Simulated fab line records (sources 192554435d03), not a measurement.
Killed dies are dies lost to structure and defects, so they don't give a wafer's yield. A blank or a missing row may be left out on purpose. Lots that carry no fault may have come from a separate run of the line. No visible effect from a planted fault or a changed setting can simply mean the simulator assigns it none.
What tool caused it? / flow n5 finfet / 32 wafers from 11 lots sampled at 5 of the route's 1938 steps

## WHAT EACH GAUGE READ, for each wafer
N5_BEOL_M5_THK_MEAS_01. Usual: for M5_ILD_THK the level is 121.1 nm and the standard deviation is 1.5.
lot=L244; measured=day 8 08:50; on=film metro-02; M5_ILD_THK (nm)=120.7 123.2 121.8; flag=
lot=L248; measured=day 8 19:26; on=film metro-01; M5_ILD_THK (nm)=120.2 119.2 121.5; flag=
lot=L249; measured=day 9 19:25; on=film metro-01; M5_ILD_THK (nm)=118.8 121.2 119.7; flag=
lot=L251; measured=day 10 15:22; on=film metro-02; M5_ILD_THK (nm)=119.4 122.0 120.5; flag=
lot=L256; measured=day 11 16:48; on=film metro-02; M5_ILD_THK (nm)=118.9 122.5 122.8; flag=
lot=L258; measured=day 12 06:19; on=film metro-02; M5_ILD_THK (nm)=122.4 120.4 128.0; flag=
lot=L260; measured=day 12 09:07; on=film metro-01; M5_ILD_THK (nm)=121.2 125.7 127.6; flag=
lot=L262; measured=day 13 05:44; on=film metro-01; M5_ILD_THK (nm)=122.1 121.4 121.7; flag=
lot=L263; measured=day 13 06:28; on=film metro-01; M5_ILD_THK (nm)=118.6 120.1; flag=
lot=L264; measured=day 13 20:54; on=film metro-02; M5_ILD_THK (nm)=120.3 120.4 121.2; flag=
lot=L266; measured=day 14 04:54; on=film metro-01; M5_ILD_THK (nm)=118.4 120.5 121.6; flag=

## WHAT TOOL EACH LOT RAN ON (gives the tool, then ch and the chambers of the sampled wafers, and finally the start)
lot=L244; N5_BEOL_M4_ANNEAL_89=pvd sputter-01, day 8 05:20; N5_BEOL_M4_SPUTTER_92=pvd sputter-01, day 8 05:41; N5_BEOL_M4_CMP_52=cmp-03 ch 0,2,3, day 8 06:48; N5_BEOL_M5_ILD_DEP_00=pecvd-01 ch 1,2, day 8 08:16
lot=L248; N5_BEOL_M4_ANNEAL_89=pvd sputter-01, day 8 16:00; N5_BEOL_M4_SPUTTER_92=pvd sputter-01, day 8 16:22; N5_BEOL_M4_CMP_52=cmp-04 ch 0,1,3, day 8 17:22; N5_BEOL_M5_ILD_DEP_00=pecvd-04 ch 0,1,2, day 8 18:53
lot=L249; N5_BEOL_M4_ANNEAL_89=pvd sputter-01, day 9 15:59; N5_BEOL_M4_SPUTTER_92=pvd sputter-01, day 9 16:20; N5_BEOL_M4_CMP_52=cmp-04 ch 0,1, day 9 17:17; N5_BEOL_M5_ILD_DEP_00=pecvd-01 ch 0,2, day 9 18:50
lot=L251; N5_BEOL_M4_ANNEAL_89=pvd sputter-03, day 10 11:56; N5_BEOL_M4_SPUTTER_92=pvd sputter-03, day 10 12:18; N5_BEOL_M4_CMP_52=cmp-04 ch 0,1,2, day 10 13:19; N5_BEOL_M5_ILD_DEP_00=pecvd-04 ch 0,2, day 10 14:48
lot=L256; N5_BEOL_M4_ANNEAL_89=pvd sputter-03, day 11 13:22; N5_BEOL_M4_SPUTTER_92=pvd sputter-03, day 11 13:43; N5_BEOL_M4_CMP_52=cmp-02 ch 0,3, day 11 14:41; N5_BEOL_M5_ILD_DEP_00=pecvd-02 ch 0,2, day 11 16:13
lot=L258; N5_BEOL_M4_ANNEAL_89=pvd sputter-03, day 12 02:52; N5_BEOL_M4_SPUTTER_92=pvd sputter-03, day 12 03:14; N5_BEOL_M4_CMP_52=cmp-03 ch 1,2,3, day 12 04:16; N5_BEOL_M5_ILD_DEP_00=pecvd-04 ch 0,1,2, day 12 05:45
lot=L260; N5_BEOL_M4_ANNEAL_89=pvd sputter-03, day 12 05:33; N5_BEOL_M4_SPUTTER_92=pvd sputter-03, day 12 05:55; N5_BEOL_M4_CMP_52=cmp-02 ch 0,1,3, day 12 06:59; N5_BEOL_M5_ILD_DEP_00=pecvd-04 ch 1,2, day 12 08:33
lot=L262; N5_BEOL_M4_ANNEAL_89=pvd sputter-02, day 13 02:17; N5_BEOL_M4_SPUTTER_92=pvd sputter-02, day 13 02:39; N5_BEOL_M4_CMP_52=cmp-02 ch 1,2,3, day 13 03:37; N5_BEOL_M5_ILD_DEP_00=pecvd-02 ch 1,2, day 13 05:09
lot=L263; N5_BEOL_M4_ANNEAL_89=pvd sputter-03, day 13 03:01; N5_BEOL_M4_SPUTTER_92=pvd sputter-03, day 13 03:23; N5_BEOL_M4_CMP_52=cmp-04 ch 0,2, day 13 04:23; N5_BEOL_M5_ILD_DEP_00=pecvd-01 ch 0,2, day 13 05:53
lot=L264; N5_BEOL_M4_ANNEAL_89=pvd sputter-03, day 13 17:28; N5_BEOL_M4_SPUTTER_92=pvd sputter-03, day 13 17:50; N5_BEOL_M4_CMP_52=cmp-04 ch 1,2,3, day 13 18:48; N5_BEOL_M5_ILD_DEP_00=pecvd-01 ch 0,1,2, day 13 20:20
lot=L266; N5_BEOL_M4_ANNEAL_89=pvd sputter-02, day 14 01:27; N5_BEOL_M4_SPUTTER_92=pvd sputter-02, day 14 01:49; N5_BEOL_M4_CMP_52=cmp-03 ch 1,2,3, day 14 02:48; N5_BEOL_M5_ILD_DEP_00=pecvd-02 ch 1,2, day 14 04:20
- N5_BEOL_M4_ANNEAL_89: time 240 s.
- N5_BEOL_M4_SPUTTER_92: material Cu, target thk 4.5 nm, time 8.29 s.
- N5_BEOL_M4_CMP_52: polishes, stops on SiOC, t overpolish 6.8 s, target thk 40 nm.
- N5_BEOL_M5_ILD_DEP_00: deposits SiCOH lowk from DEMS/porogen, target thk 140.64 nm, time 25.9 s.

## AS READ BY THE TOOLS THEMSELVES (means over the sampled wafers that have a number; for cases with no such wafer, the mark the record gives instead)
N5_BEOL_M4_ANNEAL_89. Usual: 849 W for heater power w, sd 120.
lot=L244; tool=pvd sputter-01; heater power w (W)=794; flag=
lot=L248; tool=pvd sputter-01; heater power w (W)=791; flag=
lot=L249; tool=pvd sputter-01; heater power w (W)=855; flag=
lot=L251; tool=pvd sputter-03; heater power w (W)=833; flag=
lot=L256; tool=pvd sputter-03; heater power w (W)=796; flag=
lot=L258; tool=pvd sputter-03; heater power w (W)=846; flag=
lot=L260; tool=pvd sputter-03; heater power w (W)=830; flag=
lot=L262; tool=pvd sputter-02; heater power w (W)=919; flag=
lot=L263; tool=pvd sputter-03; heater power w (W)=829; flag=
lot=L264; tool=pvd sputter-03; heater power w (W)=811; flag=
lot=L266; tool=pvd sputter-02; heater power w (W)=938; flag=

N5_BEOL_M4_SPUTTER_92. Usual: 29.8 % for throttle valve pct, sd 1.1.
lot=L244; tool=pvd sputter-01; throttle valve pct (%)=30.2; flag=
lot=L248; tool=pvd sputter-01; throttle valve pct (%)=30.3; flag=
lot=L249; tool=pvd sputter-01; throttle valve pct (%)=29.0; flag=
lot=L251; tool=pvd sputter-03; throttle valve pct (%)=30.2; flag=
lot=L256; tool=pvd sputter-03; throttle valve pct (%)=29.1; flag=
lot=L258; tool=pvd sputter-03; throttle valve pct (%)=28.6; flag=
lot=L260; tool=pvd sputter-03; throttle valve pct (%)=28.9; flag=
lot=L262; tool=pvd sputter-02; throttle valve pct (%)=30.8; flag=
lot=L263; tool=pvd sputter-03; throttle valve pct (%)=28.0; flag=
lot=L264; tool=pvd sputter-03; throttle valve pct (%)=27.8; flag=
lot=L266; tool=pvd sputter-02; throttle valve pct (%)=30.3; flag=

N5_BEOL_M4_CMP_52. Usual: barrier field endpoint s 24.7 s, standard deviation 0.59; motor current A 6.0 A, standard deviation 0.69; overpolish run s 6.799 s, standard deviation 0.01; time to endpoint s 62.1 s, standard deviation 2.9.
lot=L244; tool=cmp-03; barrier field endpoint s (s)=24.4; motor current A (A)=5.9; overpolish run s (s)=6.809; time to endpoint s (s)=61.8; flag=
lot=L248; tool=cmp-04; barrier field endpoint s (s)=24.6; motor current A (A)=5.9; overpolish run s (s)=6.801; time to endpoint s (s)=60.4; flag=
lot=L249; tool=cmp-04; barrier field endpoint s (s)=24.1; motor current A (A)=5.6; overpolish run s (s)=6.803; time to endpoint s (s)=61.4; flag=
lot=L251; tool=cmp-04; barrier field endpoint s (s)=24.8; motor current A (A)=6.0; overpolish run s (s)=6.801; time to endpoint s (s)=61.5; flag=
lot=L256; tool=cmp-02; barrier field endpoint s (s)=24.7; motor current A (A)=6.4; overpolish run s (s)=6.800; time to endpoint s (s)=64.4; flag=
lot=L258; tool=cmp-03; barrier field endpoint s (s)=24.2; motor current A (A)=6.4; overpolish run s (s)=6.798; time to endpoint s (s)=61.9; flag=
lot=L260; tool=cmp-02; barrier field endpoint s (s)=24.4; motor current A (A)=6.1; overpolish run s (s)=6.802; time to endpoint s (s)=63.0; flag=
lot=L262; tool=cmp-02; barrier field endpoint s (s)=23.9; motor current A (A)=6.0; overpolish run s (s)=6.802; time to endpoint s (s)=61.3; flag=
lot=L263; tool=cmp-04; barrier field endpoint s (s)=25.2; motor current A (A)=6.0; overpolish run s (s)=6.809; time to endpoint s (s)=64.3; flag=
lot=L264; tool=cmp-04; barrier field endpoint s (s)=24.7; motor current A (A)=6.3; overpolish run s (s)=6.797; time to endpoint s (s)=61.6; flag=
lot=L266; tool=cmp-03; barrier field endpoint s (s)=24.7; motor current A (A)=6.5; overpolish run s (s)=6.808; time to endpoint s (s)=60.3; flag=

N5_BEOL_M5_ILD_DEP_00. Usual: heater power w 274 W, standard deviation 27; showerhead plenum p Torr 5.732 Torr, standard deviation 0.011; susceptor temp C 300.01 C, standard deviation 0.18; throttle valve pct 13.7 %, standard deviation 0.52.
lot=L244; tool=pecvd-01; heater power w (W)=238; showerhead plenum p Torr (Torr)=5.733; susceptor temp C (C)=300.11; throttle valve pct (%)=14.0; flag=
lot=L248; tool=pecvd-04; heater power w (W)=286; showerhead plenum p Torr (Torr)=5.726; susceptor temp C (C)=300.08; throttle valve pct (%)=13.7; flag=
lot=L249; tool=pecvd-01; heater power w (W)=283; showerhead plenum p Torr (Torr)=5.733; susceptor temp C (C)=300.08; throttle valve pct (%)=14.3; flag=
lot=L251; tool=pecvd-04; heater power w (W)=284; showerhead plenum p Torr (Torr)=5.727; susceptor temp C (C)=300.07; throttle valve pct (%)=13.9; flag=
lot=L256; tool=pecvd-02; heater power w (W)=232; showerhead plenum p Torr (Torr)=5.724; susceptor temp C (C)=299.83; throttle valve pct (%)=13.5; flag=
lot=L258; tool=pecvd-04; heater power w (W)=292; showerhead plenum p Torr (Torr)=5.730; susceptor temp C (C)=297.80; throttle valve pct (%)=13.7; flag=OFF
lot=L260; tool=pecvd-04; heater power w (W)=260; showerhead plenum p Torr (Torr)=5.736; susceptor temp C (C)=295.50; throttle valve pct (%)=13.9; flag=OFF
lot=L262; tool=pecvd-02; heater power w (W)=308; showerhead plenum p Torr (Torr)=5.746; susceptor temp C (C)=300.08; throttle valve pct (%)=13.0; flag=
lot=L263; tool=pecvd-01; heater power w (W)=268; showerhead plenum p Torr (Torr)=5.734; susceptor temp C (C)=299.88; throttle valve pct (%)=14.1; flag=
lot=L264; tool=pecvd-01; heater power w (W)=248; showerhead plenum p Torr (Torr)=5.726; susceptor temp C (C)=300.11; throttle valve pct (%)=14.1; flag=
lot=L266; tool=pecvd-02; heater power w (W)=296; showerhead plenum p Torr (Torr)=5.741; susceptor temp C (C)=299.76; throttle valve pct (%)=12.9; flag=

## THE ANSWER, worked out from the rows above alone
Rule: lot off if the mean of its wafers having a number is beyond 3 standard deviations from the usual mean. Also off: a lot with no number at a reading for which 4 or more lots have one. The other lots that the step has rows for count as sound. After the gauges, taken in route order, come the tools' own readings; for these a lot's mean is taken, as printed above. At the first step where some lot is off, the reading lying furthest off is the one used; lots without a number count as furthest.
Off at N5_BEOL_M5_ILD_DEP_00 (susceptor temp C): L258, L260.
A tool fits if, at that step or a process step before it, it ran every lot that is off, and no sound lot after the first of them. One candidate fits, namely pecvd-04 at N5_BEOL_M5_ILD_DEP_00. A fault onset in the window from L251 (day 10 14:48, its last sound lot) to L258 (day 12 05:45, its first lot off) fits.
The tool's own readings at N5_BEOL_M5_ILD_DEP_00 bear it out: on the lots that are off they differ by more than 5 times the standard deviation of the sound lots' means. susceptor temp C reads 296.65 C there against 300.00 C on the sound lots.

## WHAT THE SIMULATOR PUT IN
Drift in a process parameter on pecvd-04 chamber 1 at N5_BEOL_M5_ILD_DEP_00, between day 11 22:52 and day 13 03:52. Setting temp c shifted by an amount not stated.
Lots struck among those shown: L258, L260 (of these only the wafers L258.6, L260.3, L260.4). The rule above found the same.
